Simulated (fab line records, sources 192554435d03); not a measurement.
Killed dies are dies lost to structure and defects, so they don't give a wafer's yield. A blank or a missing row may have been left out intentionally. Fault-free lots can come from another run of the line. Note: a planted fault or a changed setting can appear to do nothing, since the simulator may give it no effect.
fab line records -- flow n5-finfet
[record] lots = 11, wafers = 30, last-day = 16
route steps=1938 shown BEOL_M0_SAQP@698 BEOL_M0@729 BEOL_M4@1111
lots untouched by any fault: they come from a run of this same line in which no faults occurred
start-h: the number of hours between the record's first day and the start of the first shown wafer of the lot -- wait-h: hours since the lot's step before -- " as in the row above -- L1.1+2: a row that stands for several wafers -- - no value, or no start was given -- * or withheld: withheld -- < > ~ a bound
route shown NAME@n: names a module that has steps shown in the file, with the first one's number in the route -- usual: mean/standard deviation of fault-free wafers -- same: alike in all rows -- chamber/n: place in a boat -- sites: the reading at each site -- _std_site: the standard deviation of these -- _edge_site: inner sites' mean taken away from outer sites' mean -- radius-mm: how far each site lies from the wafer's centre -- mask NAME#n: copy n -- behind: the tool/chamber that last shaped the wafer -- hold: cause of the lot's hold/its duration in hours/its outcome -- device: names the non-switching transistor (n, p or np) -- end of line: tests run on the same wafers once the route is complete -- where a step has no rows: the recipe by itself -- killed: at the first sort, the dies lost to defects and structure; wafer yield is something else -- map: the dies of a wafer, with x for killed, . for not killed, _ for no die there
set.NAME: the setting as run; set.NAME@STEP: as run at that earlier step -- model.NAME: the simulator's own value behind a step, which no gauge read
route steps across a sampled set of lots; one table per step, one row per wafer
services: a tool's chamber out of use, with start hour (start-h, from the record's first day; less than 0 if before it), hours out, and reason
[[steps]]
[step N5_BEOL_M0_SAQP_ALD_48]
[recipe] material = SiO2, target-thk-a = 200, temp-c = 100, ald-precursor-family = BDEAS, ald-co-reactant = O2-plasma, pulse-time-s = 1, co-reactant-pulse-time-s = 1, purge-time-s = 2, co-reactant-purge-time-s = 2, ald-cycles = 139, pressure-torr = 2
[usual] co-reactant-pulse-time-s = 1/0, heater-power-w = 75/7.2, precursor-pulse-height-rel = 0.998/0.021
[same] co-reactant-purge-time-s = 2
lot.wafer,tool,chamber,start-h,wait-h,co-reactant-pulse-time-s,heater-power-w,precursor-pulse-height-rel
L579.3,ald-sin-01,2,132.58,0.0,1,71,0.983
L579.4,ald-sin-01,0,132.58,0.0,1,72,1.019
L579.6,ald-sin-01,1,132.58,0.0,1,75,1.019
L581.1,ald-sin-01,3,144.97,0.1,1,81,0.988
L581.3,ald-sin-01,1,144.97,0.1,1,75,1.005
L581.6,ald-sin-01,1,144.97,0.1,1,73,0.986
L582.1,ald-sin-04,0,149.62,0.0,1,73,0.978
L582.3,ald-sin-04,2,149.62,0.0,1,92,1.037
L582.5,ald-sin-04,2,149.62,0.0,1,92,0.997
L583.1,ald-sin-03,1,152.48,0.0,1,67,1.012
L583.2,ald-sin-03,3,152.48,0.0,1,82,0.993
L583.4,ald-sin-03,2,152.48,0.0,1,66,0.989
L584.2,ald-sin-01,3,155.44,0.0,1,81,1.007
L584.5,ald-sin-01,2,155.44,0.0,1,72,0.995
L584.6,ald-sin-01,1,155.44,0.0,1,74,1.004
L586.3,ald-sin-01,1,167.34,0.0,1,74,1.050
L586.4,ald-sin-01,0,167.34,0.0,1,71,0.998
L587.3,ald-sin-04,0,174.59,0.1,1,72,1.020
L587.4,ald-sin-04,1,174.59,0.1,1,77,0.951
L587.6,ald-sin-04,3,174.59,0.1,1,70,1.015
L593.5,ald-sin-01,1,213.43,0.3,1,75,1.016
L593.6,ald-sin-01,0,213.43,0.3,1,74,0.973
L594.1,ald-sin-01,1,219.17,0.1,1,76,0.988
L594.2,ald-sin-01,0,219.17,0.1,1,73,1.021
L594.6,ald-sin-01,1,219.17,0.1,1,73,1.005
L595.1,ald-sin-03,1,224.53,0.0,1,65,0.998
L595.3,ald-sin-03,0,224.53,0.0,1,79,1.007
L599.2,ald-sin-03,3,244.33,0.1,1,82,0.966
L599.4,ald-sin-03,1,244.33,0.1,1,65,0.979
L599.5,ald-sin-03,1,244.33,0.1,1,65,1.003
[step N5_BEOL_M0_DEGAS_112]
[recipe] ambient = vacuum, temp-c = 250, time-s = 60
[usual] heater-power-w = 324/26
lot.wafer,tool,chamber,start-h,wait-h,heater-power-w
L579.3,pvd-sputter-03,-,135.74,0.1,344
L579.4,pvd-sputter-03,-,135.74,0.1,329
L579.6,pvd-sputter-03,-,135.74,0.1,362
L581.1,pvd-sputter-03,-,149.98,1.7,369
L581.3,pvd-sputter-03,-,149.98,1.7,325
L581.6,pvd-sputter-03,-,149.98,1.7,350
L582.1,pvd-sputter-01,-,153.96,0.8,314
L582.3,pvd-sputter-01,-,153.96,0.8,344
L582.5,pvd-sputter-01,-,153.96,0.8,321
L583.1,pvd-sputter-02,-,156.17,0.3,290
L583.2,pvd-sputter-02,-,156.17,0.3,289
L583.4,pvd-sputter-02,-,156.17,0.3,314
L584.2,pvd-sputter-03,-,162.51,0.4,350
L584.5,pvd-sputter-03,-,162.51,0.4,354
L584.6,pvd-sputter-03,-,162.51,0.4,369
L586.3,pvd-sputter-03,-,175.51,3.7,328
L586.4,pvd-sputter-03,-,175.51,3.7,375
L587.3,pvd-sputter-02,-,179.17,0.0,287
L587.4,pvd-sputter-02,-,179.17,0.0,286
L587.6,pvd-sputter-02,-,179.17,0.0,320
L593.5,pvd-sputter-01,-,218.45,0.3,332
L593.6,pvd-sputter-01,-,218.45,0.3,323
L594.1,pvd-sputter-03,-,221.86,0.6,342
L594.2,pvd-sputter-03,-,221.86,0.6,367
L594.6,pvd-sputter-03,-,221.86,0.6,366
L595.1,pvd-sputter-03,-,228.45,1.0,332
L595.3,pvd-sputter-03,-,228.45,1.0,349
L599.2,pvd-sputter-03,-,250.61,0.5,324
L599.4,pvd-sputter-03,-,250.61,0.5,364
L599.5,pvd-sputter-03,-,250.61,0.5,377
[step N5_BEOL_M0_ALD_136]
[recipe] material = TaN, target-thk-a = *, temp-c = 275, ald-precursor-family = PDMAT, ald-co-reactant = NH3, pressure-torr = 3, carrier-flow-sccm = 1500, pulse-time-s = 2, purge-time-s = 3, co-reactant-purge-time-s = 2, co-reactant-pulse-time-s = 3, ald-cycles = 30, precursor-vessel-temp-c = 75, precursor-vessel-pressure-torr = 26.25, precursor-vessel-carrier-sccm = 1000
[usual] co-reactant-pulse-time-s = 3/0, heater-power-w = 426/27
[same] co-reactant-purge-time-s = 2
lot.wafer,tool,chamber,start-h,wait-h,co-reactant-pulse-time-s,heater-power-w
L579.3,ald-metal-01,1,135.84,0.0,3,445
L579.4,ald-metal-01,3,135.84,0.0,3,442
L579.6,ald-metal-01,3,135.84,0.0,3,438
L581.1,ald-metal-03,2,150.08,0.0,3,430
L581.3,ald-metal-03,0,150.08,0.0,3,387
L581.6,ald-metal-03,3,150.08,0.0,3,414
L582.1,ald-metal-01,1,154.17,0.2,3,454
L582.3,ald-metal-01,0,154.17,0.2,3,445
L582.5,ald-metal-01,1,154.17,0.2,3,446
L583.1,ald-metal-01,0,156.27,0.0,3,459
L583.2,ald-metal-01,1,156.27,0.0,3,442
L583.4,ald-metal-01,2,156.27,0.0,3,397
L584.2,ald-metal-04,1,162.61,0.0,3,419
L584.5,ald-metal-04,0,162.61,0.0,3,429
L584.6,ald-metal-04,3,162.61,0.0,3,471
L586.3,ald-metal-01,3,175.62,0.1,3,448
L586.4,ald-metal-01,2,175.62,0.1,3,397
L587.3,ald-metal-04,0,179.34,0.1,3,429
L587.4,ald-metal-04,2,179.34,0.1,3,434
L587.6,ald-metal-04,0,179.34,0.1,3,429
L593.5,ald-metal-01,0,218.69,0.2,3,468
L593.6,ald-metal-01,1,218.69,0.2,2.6125,443
L594.1,ald-metal-04,0,221.96,0.0,3,429
L594.2,ald-metal-04,2,221.96,0.0,3,435
L594.6,ald-metal-04,1,221.96,0.0,3,418
L595.1,ald-metal-01,0,228.62,0.1,2.6125,459
L595.3,ald-metal-01,1,228.62,0.1,3,429
L599.2,ald-metal-03,2,250.74,0.1,3,424
L599.4,ald-metal-03,3,250.74,0.1,3,409
L599.5,ald-metal-03,0,250.74,0.1,3,373
[step N5_BEOL_M0_PRE_CLEAN_131]
[recipe] gas = NH3/H2, time-s = 15, temp-c = *, rf-power-w = 300
[usual] heater-power-w = 86/17
lot.wafer,tool,chamber,start-h,wait-h,heater-power-w
L579.3,cvd-co-01,1,138.98,0.1,108
L579.4,cvd-co-01,1,138.98,0.1,107
L579.6,cvd-co-01,2,138.98,0.1,87
L581.1,cvd-co-01,1,152.02,0.0,110
L581.3,cvd-co-01,0,152.02,0.0,63
L581.6,cvd-co-01,1,152.02,0.0,107
L582.1,cvd-co-02,0,156.04,0.0,102
L582.3,cvd-co-02,2,156.04,0.0,61
L582.5,cvd-co-02,0,156.04,0.0,102
L583.1,cvd-co-01,2,157.90,0.0,88
L583.2,cvd-co-01,0,157.90,0.0,66
L583.4,cvd-co-01,2,157.90,0.0,89
L584.2,cvd-co-01,2,165.08,0.0,88
L584.5,cvd-co-01,1,165.08,0.0,106
L584.6,cvd-co-01,0,165.08,0.0,66
L586.3,cvd-co-02,1,177.62,0.0,93
L586.4,cvd-co-02,1,177.62,0.0,91
L587.3,cvd-co-02,2,181.32,0.0,62
L587.4,cvd-co-02,0,181.32,0.0,100
L587.6,cvd-co-02,1,181.32,0.0,91
L593.5,cvd-co-02,1,221.53,0.1,92
L593.6,cvd-co-02,2,221.53,0.1,63
L594.1,cvd-co-01,0,224.52,0.1,70
L594.2,cvd-co-01,2,224.52,0.1,88
L594.6,cvd-co-01,0,224.52,0.1,65
L595.1,cvd-co-01,2,230.40,0.0,87
L595.3,cvd-co-01,1,230.40,0.0,109
L599.2,cvd-co-01,0,252.38,0.0,68
L599.4,cvd-co-01,1,252.38,0.0,107
L599.5,cvd-co-01,0,252.38,0.0,65
[step N5_BEOL_M4_RC_MEAS_101]
[usual] DIBL_N = 35.9/1.6, DIBL_P = 35.6/2.1, IOFF_N = 0.149/0.029, IOFF_P = 0.20/0.033, ION_N = 671/11, ION_P = 460/7.3, SS_N = 71.4/0.62, SS_P = 73.2/0.65, VT_N = 251/3.1, VT_P = -251/3.4
lot.wafer,tool,chamber,start-h,wait-h,DIBL_N[mV/V],DIBL_P[mV/V],IOFF_N[nA/um],IOFF_P[nA/um],ION_N[uA/um],ION_P[uA/um],SS_N[mV/dec],SS_P[mV/dec],VT_N[mV],VT_P[mV]
L579.3,prober-01,0,180.00,0.3,34.8,36.8,0.153,0.19,687,462,71.7,73.5,252,-255
L579.4,prober-01,0,180.00,0.3,35.9,38.6,0.169,0.20,676,455,72.1,73.4,252,-253
L579.6,prober-01,0,180.00,0.3,33.8,35.6,0.124,0.17,654,454,71.4,72.9,260,-256
L581.1,prober-02,0,192.97,0.0,34.9,35.5,0.133,0.19,665,451,71.9,72.9,252,-251
L581.3,prober-02,0,192.97,0.0,32.3,33.0,0.114,0.16,669,456,70.5,73.0,254,-253
L581.6,prober-02,0,192.97,0.0,33.7,34.1,0.122,0.18,667,464,70.7,72.4,252,-254
L583.1,prober-02,0,196.43,0.0,36.4,36.1,0.144,0.17,659,444,72.3,72.7,252,-258
L583.2,prober-02,0,196.43,0.0,35.6,37.0,0.144,0.18,665,452,71.3,72.4,250,-254
L583.4,prober-02,0,196.43,0.0,36.7,38.0,0.158,0.20,668,459,71.3,73.1,251,-252
L582.1,prober-02,0,199.72,0.0,35.4,33.4,0.133,0.18,668,459,70.8,72.8,251,-251
L582.3,prober-02,0,199.72,0.0,34.4,31.4,0.114,0.15,664,456,71.0,72.5,254,-254
L582.5,prober-02,0,199.72,0.0,36.6,34.7,0.152,0.19,677,459,71.3,73.8,250,-251
L584.2,prober-02,0,205.42,0.2,38.3,37.6,0.182,0.26,680,468,72.3,73.0,247,-248
L584.5,prober-02,0,205.42,0.2,35.9,34.8,0.149,0.22,675,471,71.2,72.7,250,-245
L584.6,prober-02,0,205.42,0.2,35.0,33.7,0.126,0.19,663,461,70.9,72.9,252,-251
L586.3,prober-01,0,222.92,0.3,32.7,32.2,0.106,0.16,651,456,70.9,72.7,256,-254
L586.4,prober-01,0,222.92,0.3,35.6,35.6,0.159,0.21,677,472,70.7,73.2,247,-247
L587.3,prober-01,0,230.72,0.3,36.8,37.4,0.169,0.20,676,460,71.2,72.9,247,-252
L587.4,prober-01,0,230.72,0.3,38.7,39.8,0.216,0.25,690,467,72.4,74.5,246,-249
L587.6,prober-01,0,230.72,0.3,37.9,38.5,0.199,0.23,692,472,71.8,74.5,245,-250
L593.5,prober-02,0,258.22,0.6,37.8,36.3,0.148,0.20,673,454,71.1,73.7,251,-251
L593.6,prober-02,0,258.22,0.6,35.8,34.2,0.125,0.17,663,459,71.1,73.1,254,-252
L594.1,prober-02,0,273.80,0.0,37.3,38.0,0.163,0.23,665,458,72.7,73.9,250,-251
L594.2,prober-02,0,273.80,0.0,36.2,35.3,0.141,0.18,656,450,71.8,73.1,253,-257
L594.6,prober-02,0,273.80,0.0,36.7,35.5,0.150,0.19,661,458,72.4,73.3,253,-254
L595.1,prober-02,0,277.04,0.0,35.2,34.7,0.118,0.16,661,454,71.2,73.4,254,-257
L595.3,prober-02,0,277.04,0.0,36.1,35.8,0.131,0.18,667,457,71.2,73.6,255,-252
L599.2,prober-02,0,300.61,0.2,36.8,35.2,0.157,0.21,681,468,70.7,73.0,253,-250
L599.4,prober-02,0,300.61,0.2,38.7,38.1,0.199,0.26,683,467,71.9,73.8,245,-244
L599.5,prober-02,0,300.61,0.2,39.1,38.4,0.213,0.27,697,475,72.5,74.2,244,-248
[[services]]
tool,chamber,start-h,hours,kind
ald-sin-03,0,108.65,1.6,repair
ald-sin-03,1,110.91,6.8,repair
cvd-co-02,1,114.74,-,clean
cvd-co-02,1,114.74,22.0,scheduled-down
cvd-co-02,1,114.74,22.0,vent-cycle
ald-sin-01,0,116.49,4.4,repair
cvd-co-02,-,123.56,6.9,pm
pvd-sputter-02,-,124.06,2.1,repair
cvd-co-02,-,130.46,2.8,pm
cvd-co-01,-,134.02,1.2,repair
ald-sin-01,-,134.08,0.8,pm
ald-metal-04,-,156.82,2.9,repair
cvd-co-02,1,187.00,10.4,repair
cvd-co-01,0,211.71,6.2,repair
ald-metal-04,-,223.20,0.6,repair
ald-metal-03,0,231.60,2.0,repair
ald-sin-01,3,232.49,1.4,repair
[[key]]
[first-sign] step = N5_BEOL_M0_ALD_136, reading = co-reactant-pulse-time-s, direction = down, sigmas = 99+, usual = *, struck = *
effect none on later readings
met-at N5_BEOL_M0_ALD_136
struck-lots L593,L595
struck-wafers L593.6,L595.1
not-acting-at N5_BEOL_M0_SAQP_ALD_48,N5_BEOL_M0_DEGAS_112,N5_BEOL_M0_PRE_CLEAN_131
onset-between 175.62 218.69
[fault] kind = process-parameter-drift, tool = ald-metal-01, chamber = -, onset-h = 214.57, steps = N5_BEOL_M0_ALD_136, channel = co-reactant-pulse-time-s, offset = *, shape = step, end-h = 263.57, scope = struck-wafers-only, acts-in = *, stated = *
